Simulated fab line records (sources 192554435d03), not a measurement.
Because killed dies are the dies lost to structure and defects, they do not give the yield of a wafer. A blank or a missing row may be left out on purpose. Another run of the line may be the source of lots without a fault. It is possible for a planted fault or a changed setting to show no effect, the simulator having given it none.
Code-filled problem report in 8D (eight disciplines) form || flow n5_finfet || the parts of the form that need people (team, actions taken, sign-off) are left out

== 1. THE ISSUE ==
M5_THK at N5_BEOL_M5_THK_MEAS_53 reads a mean of 165.7 nm on 3 wafers of 2 lots; wafers without a fault read 61.9 nm with a standard deviation of 2.5. That puts it +42 standard deviations away from the usual mean.
The step: measures by xrf.
First seen on wafer L656.4, day 10 19:08, on film_metro-02. At this step, 27 wafers from 9 lots have a number in the record. The rule behind "out" and "out of limits": a value lying over 4 standard deviations away from the usual mean. The other wafers with a number count as sound.

== 2. WHAT IT IS AND WHAT IT IS NOT ==
{"question": "which readings at this step", "is": "M5_THK", "is not": "-"}
{"question": "which lots", "is": "L656, L658", "is not": "L648, L650, L655, L664, L668, L669, L670"}
{"question": "which wafers of those lots", "is": "L656.4, L658.4, L658.6", "is not": "L656.2, L656.3, L658.3"}
{"question": "read on which gauges", "is": "film_metro-01, film_metro-02", "is not": "-"}
{"question": "when", "is": "from day 10 19:08", "is not": "up to then (11 sound wafers); but 13 sound wafers of L658, L664, L668, L669, L670 came after"}

== 3. SUSPECTS, AND WHAT RULES EACH OUT ==
Counting: a tool at a process step up to the reading stays a suspect if it ran every lot that is out. Sound lots after the first of them don't rule it out here, since some wafers of a struck lot are sound.
- the gauge at N5_BEOL_M5_THK_MEAS_53 has been ruled out. Those wafers that are out were read across 2 gauges (film_metro-01, film_metro-02).
- pvd_sputter-03 at N5_BEOL_M5_SURFACE_TREAT_87: kept. Ran every lot that is out, first one L656 (day 10 13:40); last sound lot up to then L648 (day 8 14:30).
- pvd_sputter-01 at N5_BEOL_M5_ANNEAL_82 (time 1800 s): kept. Ran every lot that is out, first one L656 (day 10 15:10); last sound lot up to then L655 (day 10 02:40).
- pvd_sputter-01 at N5_BEOL_M5_SPUTTER_90 (material Cu, target thk 4.5 nm, time 8.29 s): kept. Ran every lot that is out, first one L656 (day 10 18:20); last sound lot up to then L655 (day 10 05:51).
- cmp-04 at N5_BEOL_M5_CMP_52 (polishes, stops on SiCOH lowk, t overpolish 6.9 s, target thk 62 nm): kept. Ran every lot that is out, first one L656 (day 10 18:52); last sound lot up to then L655 (day 10 06:22). On those wafers its own readings are out: barrier_field_endpoint_s, overpolish_run_s, time_to_endpoint_s.
- cmp-04, N5_BEOL_M5_CMP_52: wafers that are out in chamber 1, sound lot-mates in chambers 0, 2, 3.
Left after counting: pvd_sputter-03 at N5_BEOL_M5_SURFACE_TREAT_87, pvd_sputter-01 at N5_BEOL_M5_ANNEAL_82, pvd_sputter-01 at N5_BEOL_M5_SPUTTER_90, cmp-04 at N5_BEOL_M5_CMP_52.

== 4. THE CAUSE (what the simulator had put in) ==
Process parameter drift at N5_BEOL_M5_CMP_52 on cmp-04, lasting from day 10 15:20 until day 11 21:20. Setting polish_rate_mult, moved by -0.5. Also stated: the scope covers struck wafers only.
Of the 4 suspects that counting leaves, this tool is one.

== 5. THE EFFECT CHAIN, in route order ==
One row per reading whose mean, taken over the struck wafers that have a number, lies over 3 standard deviations from the usual. Scope: only readings with a usual standard deviation given in the record; hours: median across lots of the time from each lot's start at the first step in this table that gives one to its start at this step; sigmas: change in usual standard deviations.
{"hours": 0, "step": "N5_BEOL_M5_CMP_52", "reading": "barrier_field_endpoint_s", "usual": "24.8 s", "on struck wafers": 41.4, "change": "+16.6", "sigmas": "+22"}
{"hours": 0, "step": "N5_BEOL_M5_CMP_52", "reading": "overpolish_run_s", "usual": "6.900 s", "on struck wafers": 0.042, "change": -6.858, "sigmas": "-99 or more"}
{"hours": 0, "step": "N5_BEOL_M5_CMP_52", "reading": "time_to_endpoint_s", "usual": "62 s", "on struck wafers": 81, "change": "+19", "sigmas": "+4.3"}
{"hours": 0, "step": "N5_BEOL_M5_THK_MEAS_53", "reading": "M5_THK", "usual": "61.9 nm", "on struck wafers": 165.7, "change": "+103.8", "sigmas": "+42"}
{"hours": 1, "step": "N5_BEOL_M5_INSPECT_58", "reading": "raw_defect_count", "usual": 75, "on struck wafers": 1928, "change": "+1853", "sigmas": "+77"}
{"hours": 96, "step": "N5_PASSIVATION_PROBE_49", "reading": "defect_limited_yield", "usual": "91.5 %", "on struck wafers": 0.0, "change": -91.5, "sigmas": -65}
{"hours": 96, "step": "N5_PASSIVATION_PROBE_49", "reading": "killed_at_M4_up", "usual": 12, "on struck wafers": 1116, "change": "+1104", "sigmas": "+99 or more"}
{"hours": 96, "step": "N5_PASSIVATION_PROBE_49", "reading": "killed_dies", "usual": 100, "on struck wafers": 1180, "change": "+1080", "sigmas": "+64"}
{"hours": 96, "step": "N5_PASSIVATION_PROBE_49", "reading": "killed_on_rim", "usual": 13, "on struck wafers": 152, "change": "+139", "sigmas": "+36"}
{"hours": 96, "step": "N5_PASSIVATION_PROBE_49", "reading": "sort_n_pass", "usual": 1079, "on struck wafers": 0, "change": -1079, "sigmas": -63}
{"hours": 96, "step": "N5_PASSIVATION_PROBE_49", "reading": "sort_yield_pct", "usual": "91.4 %", "on struck wafers": 0.0, "change": -91.4, "sigmas": -61}
Process steps it contains:
- N5_BEOL_M5_CMP_52: polishes, stops on SiCOH lowk, t overpolish 6.9 s, target thk 62 nm.
- N5_PASSIVATION_PROBE_49

== 6. WHAT WOULD HAVE CAUGHT IT SOONER ==
4 hours passed between the start of the fault at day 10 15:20 and the first reading out of limits at a measuring or inspecting step in this record, taken at day 10 19:08.
Tool's own readings at N5_BEOL_M5_CMP_52, barrier_field_endpoint_s, overpolish_run_s, time_to_endpoint_s: out on all struck wafers the step has rows for; an alarm limit on them would have tripped on the first.
L658, from the lots that are out (2), started N5_BEOL_M5_CMP_52 on cmp-04 later than day 10 19:08. Had the tool been put on hold then, it would have been spared.
